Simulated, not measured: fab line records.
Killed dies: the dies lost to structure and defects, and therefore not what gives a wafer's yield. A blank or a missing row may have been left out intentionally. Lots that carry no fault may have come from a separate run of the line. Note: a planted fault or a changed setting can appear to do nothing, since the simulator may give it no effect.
Chamber matching + flow n5 finfet + 4 sister chambers for N5_BEOL_M0_SAQP_ETCH_88 on rie diel-03
The step etches underlayer in N2/H2, target depth 6.5 nm, time 5.2 s. 4 wafers are shown with their chamber, then 9 later ones without.

== EACH WAFER AND ITS CHAMBER ==
| wafer  | chamber | drypump motor current A (A) |
|--------|---------|-----------------------------|
| L090.6 | 1       | 6.1                         |
| L092.3 | 2       | 6.3                         |
| L092.4 | 0       | 5.6                         |
| L092.6 | 3       | 6.3                         |

== WAFERS WITH NO CHAMBER GIVEN ==
| wafer  | drypump motor current A (A) |
|--------|-----------------------------|
| L093.1 | 6.1                         |
| L093.3 | 6.3                         |
| L093.4 | 5.6                         |
| L095.2 | 6.1                         |
| L095.5 | 6.4                         |
| L095.6 | 5.6                         |
| L097.1 | 6.1                         |
| L097.2 | 5.6                         |
| L097.4 | 6.3                         |

== WHICH CHAMBER EACH ONE RAN IN ==
| wafer  | from the rows above     | in truth |
|--------|-------------------------|----------|
| L093.1 | 1                       | 1        |
| L093.3 | can't be placed: 2 or 3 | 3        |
| L093.4 | 0                       | 0        |
| L095.2 | 1                       | 1        |
| L095.5 | can't be placed: 2 or 3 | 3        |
| L095.6 | 0                       | 0        |
| L097.1 | 1                       | 1        |
| L097.2 | 0                       | 0        |
| L097.4 | can't be placed: 2 or 3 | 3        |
Correctly placed: 6 of 9. Not placeable from these rows: 3 (in 3, the candidates include the true chamber). Wrongly placed: 0.
How it was worked out, from the rows above alone: a wafer's distance from a chamber is the root of the sum, over the readings, of the square of ((its reading less the chamber's mean) divided by the reading's scatter). If the next closest chamber is less than 2 further off than the closest, the wafer can't be placed; otherwise it belongs to the closest. A chamber's mean is the mean of its shown wafers. The scatter (one wafer shown for each chamber): square how far every hidden wafer sits from the nearest shown wafer, average those squares and take the square root.
